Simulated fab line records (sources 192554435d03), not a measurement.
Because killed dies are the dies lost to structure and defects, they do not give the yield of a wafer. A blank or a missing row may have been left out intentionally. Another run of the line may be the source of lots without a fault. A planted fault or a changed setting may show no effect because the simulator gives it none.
fab line records | flow n5Finfet
record: lots: 6 wafers: 16 lastDay: 17
route steps=1938 shown BEOL_M2@909 BEOL_M4@1111 PASSIVATION@1936
lots with no fault: from the same line, run without faults
startH: start of the lot's first displayed wafer, in hours after the record's first day | waitH: how many hours have passed since the lot's step before this one | " the same as in the row above | L1.1+2: a row that stands for several wafers | - no value present, or no start provided | * or withheld: withheld | < > ~ a bound
route shown NAME@n: NAME is a module with steps in the file, n the number in the route of the first one | usual: mean/standard deviation of fault-free wafers | same: alike in all rows | chamber/n: place in a boat | sites: the reading at each site | _std_site: how widely they spread, as a standard deviation | _edge_site: mean of outer sites minus mean of inner sites | radiusMm: for every site, how far away it sits from the centre of the wafer | mask NAME#n: copy n | behind: the last tool/chamber to shape the wafer | hold: why the lot went on hold/how many hours it stayed there/how the hold came to an end | device: transistor that didn't switch, given as n, p or np | end of line: the route-end tests of the same wafers | a step given without rows: its recipe and nothing more | killed: the dies lost at the first sort to structure and to defects; this is not the yield of the wafer | map: per-die view of a wafer (x killed, . not killed, _ where there is no die)
set.NAME: the run value of the setting; set.NAME@STEP: its run value at that earlier step | model.NAME: the simulator's own value behind a step, which no gauge read
lots at some steps of the route; a table a step, a row a wafer
services: a tool's chamber out of use, with start hour (startH, from the record's first day; less than 0 if before it), hours out, and reason
== steps ==
step: N5_BEOL_M2_ANNEAL_82
recipe: tempC: 400 timeS: 240 ambient: vacuum
step: N5_BEOL_M2_SPUTTER_86
recipe: material: Cu targetThkA: 45 tempC: -20 chamberPressurePa: 0.07 powerW: withheld timeS: 8.29
step: N5_BEOL_M2_ANNEAL_87
recipe: tempC: 400 timeS: 240 ambient: vacuum
usual: heaterPowerW: 826/49
columns lot.wafer tool chamber startH waitH heaterPowerW
L500.1 pvdSputter-02 - 202.94 0.0 880
L500.4 " - " " 814
L500.5 " - " " 810
L504.1 pvdSputter-03 - 224.55 0.0 825
L504.4 " - " " 826
L504.6 " - " " 803
L506.2 pvdSputter-03 - 229.40 0.0 806
L506.3 " - " " 883
L506.6 " - " " 906
L510.1 pvdSputter-01 - 248.03 0.0 849
L510.3 " - " " 727
L511.1 pvdSputter-03 - 248.55 0.0 735
L511.5 " - " " 747
L511.6 " - " " 818
L513.1 pvdSputter-02 - 271.34 0.0 880
L513.6 " - " " 874
step: N5_BEOL_M2_SPUTTER_88
recipe: material: Cu targetThkA: 45 tempC: -20 chamberPressurePa: 0.07 powerW: withheld timeS: 8.29
step: N5_BEOL_M2_ANNEAL_89
recipe: tempC: 400 timeS: 240 ambient: vacuum
usual: heaterPowerW: 825/51
columns lot.wafer tool chamber startH waitH heaterPowerW
L500.1 pvdSputter-02 - 203.16 0.0 887
L500.4 " - " " 826
L500.5 " - " " 794
L504.1 pvdSputter-03 - 224.77 0.0 830
L504.4 " - " " 784
L504.6 " - " " 807
L506.2 pvdSputter-03 - 229.62 0.0 829
L506.3 " - " " 871
L506.6 " - " " 871
L510.1 pvdSputter-01 - 248.25 0.0 831
L510.3 " - " " 711
L511.1 pvdSputter-03 - 248.77 0.0 752
L511.5 " - " " 737
L511.6 " - " " 801
L513.1 pvdSputter-02 - 271.56 0.0 866
L513.6 " - " " 876
step: N5_BEOL_M2_SPUTTER_90
recipe: material: Cu targetThkA: 45 tempC: -20 chamberPressurePa: 0.07 powerW: withheld timeS: 8.29
step: N5_BEOL_M2_ANNEAL_91
recipe: tempC: 400 timeS: 240 ambient: vacuum
usual: heaterPowerW: 825/50
columns lot.wafer tool chamber startH waitH heaterPowerW
L500.1 pvdSputter-02 - 203.38 0.0 841
L500.4 " - " " 809
L500.5 " - " " 825
L504.1 pvdSputter-03 - 224.99 0.0 824
L504.4 " - " " 783
L504.6 " - " " 804
L506.2 pvdSputter-03 - 229.84 0.0 806
L506.3 " - " " 867
L506.6 " - " " 870
L510.1 pvdSputter-01 - 248.47 0.0 842
L510.3 " - " " 736
L511.1 pvdSputter-03 - 248.99 0.0 757
L511.5 " - " " 762
L511.6 " - " " 811
L513.1 pvdSputter-02 - 271.78 0.0 884
L513.6 " - " " 886
step: N5_BEOL_M2_SPUTTER_92
recipe: material: Cu targetThkA: 45 tempC: -20 chamberPressurePa: 0.07 powerW: withheld timeS: 8.29
step: N5_BEOL_M2_ANNEAL_93
recipe: tempC: 400 timeS: 240 ambient: vacuum
usual: heaterPowerW: 825/50
columns lot.wafer tool chamber startH waitH heaterPowerW
L500.1 pvdSputter-02 - 203.60 0.0 902
L500.4 " - " " 780
L500.5 " - " " 819
L504.1 pvdSputter-03 - 225.21 0.0 823
L504.4 " - " " 817
L504.6 " - " " 801
L506.2 pvdSputter-03 - 230.06 0.0 811
L506.3 " - " " 885
L506.6 " - " " 873
L510.1 pvdSputter-01 - 248.69 0.0 858
L510.3 " - " " 746
L511.1 pvdSputter-03 - 249.21 0.0 762
L511.5 " - " " 751
L511.6 " - " " 814
L513.1 pvdSputter-02 - 272.00 0.0 902
L513.6 " - " " 869
step: N5_BEOL_M2_SPUTTER_94
recipe: material: Cu targetThkA: 45 tempC: -20 chamberPressurePa: 0.07 powerW: withheld timeS: 8.29
step: N5_BEOL_M2_ANNEAL_95
recipe: tempC: 400 timeS: 240 ambient: vacuum
step: N5_BEOL_M2_SPUTTER_96
recipe: material: Cu targetThkA: 45 tempC: -20 chamberPressurePa: 0.07 powerW: withheld timeS: 8.29
step: N5_BEOL_M2_ECD_50
recipe: material: Cu targetThkA: 3000
columns lot.wafer tool chamber startH waitH model.Cu_of_BEOL_M2_ECD_50.thkNm
L500.1 ecdCu-02 0 204.07 0.1 299.2
L500.4 " 1 " " 298.6
L500.5 " 1 " " 298.8
L504.1 ecdCu-01 1 225.69 0.1 299.4
L504.4 " 1 " " 299.6
L504.6 " 0 " " 303.2
L506.2 ecdCu-02 0 230.54 0.1 298.6
L506.3 " 0 " " 300.6
L506.6 " 1 " " 300.2
L510.1 ecdCu-01 1 249.16 0.1 102.6
L510.3 " 1 " " 300.4
L511.1 ecdCu-02 1 249.69 0.1 298.2
L511.5 " 0 " " 298.6
L511.6 " 1 " " 299.6
L513.1 ecdCu-01 1 272.47 0.1 98.8
L513.6 " 0 " " 101.4
step: N5_BEOL_M2_ANNEAL_51
recipe: tempC: 225 timeS: 90 ambient: N2
usual: annealTempCMax: 226.1/0.57 wafer_temp_C_max: 225.69/0.21
columns lot.wafer tool chamber startH waitH annealTempCMax wafer_temp_C_max
L500.1 rtpAnneal-01 0 204.15 0.1 225.6 225.99
L500.4 " 0 " " 225.8 225.89
L500.5 " 0 " " 225.4 225.60
L504.1 rtpAnneal-02 0 225.93 0.2 226.6 225.55
L504.4 " 0 " " 226.6 225.43
L504.6 " 0 " " 226.8 225.82
L506.2 rtpAnneal-02 0 230.70 0.1 226.9 225.39
L506.3 " 0 " " 226.3 225.71
L506.6 " 0 " " 226.4 225.98
L510.1 rtpAnneal-02 0 249.24 0.1 226.4 225.79
L510.3 " 0 " " 226.9 225.68
L511.1 rtpAnneal-01 0 249.77 0.1 225.9 225.78
L511.5 " 0 " " 225.8 225.96
L511.6 " 0 " " 225.5 225.76
L513.1 rtpAnneal-01 0 272.55 0.1 225.7 225.34
L513.6 " 0 " " 226.2 225.50
step: N5_BEOL_M2_CMP_52
recipe: stopOn: SiOC tOverpolishS: 6.8 downForcePsi: 1 platenRpm: 50 clearingPlatenDownForcePsi: 1.5 clearingPlatenRpm: 50 postCmpClean: cuAlkaline targetThkNm: 40 clearingPlatenPadVelocityMS: 0.99484 padVelocityMS: 0.99484
usual: motorCurrentA: 5.8/0.64 timeToEndpointS: 64/3
columns lot.wafer tool chamber startH waitH motorCurrentA timeToEndpointS
L500.4 cmp-01 0 204.45 0.1 5.6 62
L500.1 " 1 " " 6.0 62
L500.5 " 0 " " 5.4 63
L504.1 cmp-03 2 226.23 0.3 5.8 58
L504.4 " 1 " " 6.6 57
L504.6 " 3 " " 6.7 61
L506.2 cmp-01 0 230.99 0.2 5.4 62
L506.3 " 1 " " 5.5 62
L506.6 " 3 " " 5.7 62
L510.3 cmp-01 3 250.08 0.7 5.3 66
L510.1 " 1 " " 6.3 25
L511.1 cmp-04 2 252.85 3.0 5.5 63
L511.6 " 3 " " 6.2 66
L511.5 " 0 " " 4.7 66
L513.1 cmp-04 1 274.63 2.0 6.8 24
L513.6 " 0 " " 5.0 25
step: N5_BEOL_M2_THK_MEAS_53
recipe: thkMeasGauge: xrf reads: Cu_of_BEOL_M2_ECD_50
usual: M2_THK: 40.9/1.3
columns lot.wafer tool chamber startH waitH M2_THK[nm]
L500.1 filmMetro-01 - 204.74 - 41.3
L500.4 " - " " 42.1
L500.5 " - " " 41.8
L504.1 filmMetro-02 - 226.52 - 39.6
L504.4 " - " " 39.4
L504.6 " - " " 38.8
L506.2 filmMetro-02 - 231.25 - 40.6
L506.3 " - " " 39.4
L506.6 " - " " 39.1
L510.1 filmMetro-02 - 250.34 - 39.3
L510.3 " - " " 40.9
L511.1 filmMetro-01 - 253.03 - 44.7
L511.5 " - " " 40.6
L511.6 " - " " 41.1
L513.1 filmMetro-02 - 274.85 - 40.7
L513.6 " - " " 41.7
step: N5_BEOL_M4_RC_MEAS_101
usual: DIBL_N: 36.6/1.1 DIBL_P: 36.8/1.6 IOFF_N: 0.169/0.024 IOFF_P: 0.206/0.028 ION_N: 679/9.2 ION_P: 462/7 SS_N: 71.6/0.57 SS_P: 73.3/0.57 VT_N: 248.8/2.4 VT_P: -251/3
columns lot.wafer tool chamber startH waitH DIBL_N[mV/V] DIBL_P[mV/V] IOFF_N[nA/um] IOFF_P[nA/um] ION_N[uA/um] ION_P[uA/um] SS_N[mV/dec] SS_P[mV/dec] VT_N[mV] VT_P[mV]
L500.1 prober-01 0 233.44 0.0 37.9 38.0 0.196 0.239 686 467 71.7 73.5 245.9 -249
L500.4 " 0 " " 39.0 39.8 0.228 0.266 700 476 72.4 74.6 245.5 -249
L500.5 " 0 " " 37.3 38.7 0.184 0.236 672 463 71.7 73.2 248.7 -246
L504.1 prober-02 0 263.74 0.0 34.5 34.4 0.133 0.174 670 454 71.6 72.3 251.2 -254
L504.4 " 0 " " 35.8 36.5 0.156 0.206 673 461 71.6 72.8 250.4 -250
L504.6 " 0 " " 36.5 36.8 0.169 0.212 685 468 71.8 73.0 247.2 -250
L506.2 prober-02 0 265.74 0.2 37.0 37.1 0.156 0.205 670 462 71.2 73.0 251.5 -250
L506.3 " 0 " " 37.2 37.7 0.157 0.214 666 462 71.8 73.0 250.8 -249
L506.6 " 0 " " 37.5 37.7 0.164 0.223 671 460 71.3 73.7 251.2 -247
L510.1 prober-01 0 299.44 0.0 35.0 33.5 0.128 0.166 667 454 70.8 72.3 254.6 -254
L510.3 " 0 " " 36.9 36.1 0.157 0.199 672 451 71.7 73.3 249.5 -251
L511.1 prober-02 0 299.70 0.0 35.9 35.0 0.155 0.153 684 452 71.2 73.8 250.7 -258
L511.5 " 0 " " 36.9 36.4 0.164 0.167 680 448 72.1 73.6 250.2 -260
L511.6 " 0 " " 37.3 37.0 0.183 0.181 683 455 71.7 73.0 248.9 -257
L513.1 prober-02 0 306.75 0.0 34.3 33.2 0.129 0.190 671 460 71.2 72.1 251.4 -249
L513.6 " 0 " " 37.2 37.5 0.203 0.264 701 476 71.9 73.1 245.0 -245
step: N5_PASSIVATION_PROBE_49
usual: defectLimitedYield: 91.1/1.5 killed_at_M0_to_M3: 36/11 killed_at_M4_up: 14/5.6 killedAtContacts: 11/5.6 killedAtFrontEnd: 40/12 killedAtOther: 4/3.2 killedDies: 105/17 killedOpen: 69/12 killedShort: 34/8.4 sort_bin_5_function: 5.2/0.95 sort_bin_6_memory: 3.3/0.63 sortNPass: 1075/17 sortYieldPct: 91.1/1.5
same: grossDies: 1180 killedAtBackSide: 0 sort_bin_4_leakage[%]: 0 sort_bin_8_speed[%]: 0
columns lot.wafer tool chamber startH waitH defectLimitedYield[%] killed_at_M0_to_M3 killed_at_M4_up killedAtContacts killedAtFrontEnd killedAtOther killedDies killedOpen killedShort sort_bin_5_function[%] sort_bin_6_memory[%] sortNPass sortYieldPct[%]
L510.1 prober-02 - 409.85 0.0 92.0 27 14 14 35 4 94 65 29 4.8 3.0 1086 92.0
L510.3 prober-02 - 409.95 0.1 90.3 33 23 12 43 3 114 77 37 6.4 3.1 1066 90.3
killed by level:class
L510.1 MOL_CONTACT_COAG:geometricParticle:open=13 STI_FIN_REVEAL:geometricParticle:open=12 FIN_SAQP:geometricParticle:short=10 BEOL_M3:geometricParticle:open=10 BEOL_M2:geometricParticle:open=6 BEOL_M4:geometricParticle:open=5 BEOL_M0_SAQP:geometricParticle:short=4 DUMMY_GATE:geometricParticle:open=3
L510.3 BEOL_M2:geometricParticle:open=12 MOL_CONTACT_COAG:geometricParticle:open=9 BEOL_M4:geometricParticle:open=9 DUMMY_GATE:geometricParticle:open=8 FIN_SAQP:geometricParticle:short=6 GATE_CUT:geometricParticle:open=6 GATE_CUT:geometricParticle:short=6 BEOL_M0_SAQP:geometricParticle:open=6
== services ==
columns tool chamber startH hours kind
ecdCu-01 - 179.86 0.6 repair
cmp-03 - 188.76 1.9 repair
cmp-04 - 216.84 2.2 repair
cmp-04 - 233.82 0.3 repair
cmp-01 - 240.51 0.3 repair
cmp-03 - 246.69 4.0 pm
cmp-03 - 250.69 - consumableReplace:conditioner
cmp-03 - 250.69 - consumableReplace:pad
cmp-04 - 264.04 5.4 repair
cmp-01 - 265.45 0.5 repair
cmp-03 - 273.77 4.5 pm
== key ==
firstSign: step: N5_BEOL_M2_CMP_52 reading: timeToEndpointS direction: down sigmas: 13 usual: * struck: *
effect none on later readings
modelEffect: step: N5_BEOL_M2_ECD_50 value: Cu_of_BEOL_M2_ECD_50.thkNm without: 295.7 struck: 100.9
metAt N5_BEOL_M2_ECD_50
struckWafers L510.1,L513.1,L513.6
onsetBetween 225.69 249.16
fault: kind: processParameterDrift tool: ecdCu-01 chamber: - onsetH: 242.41 steps: N5_BEOL_M2_ECD_50 channel: targetThkA offset: * shape: step endH: 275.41 scope: struckWafersOnly actsIn: * stated: *
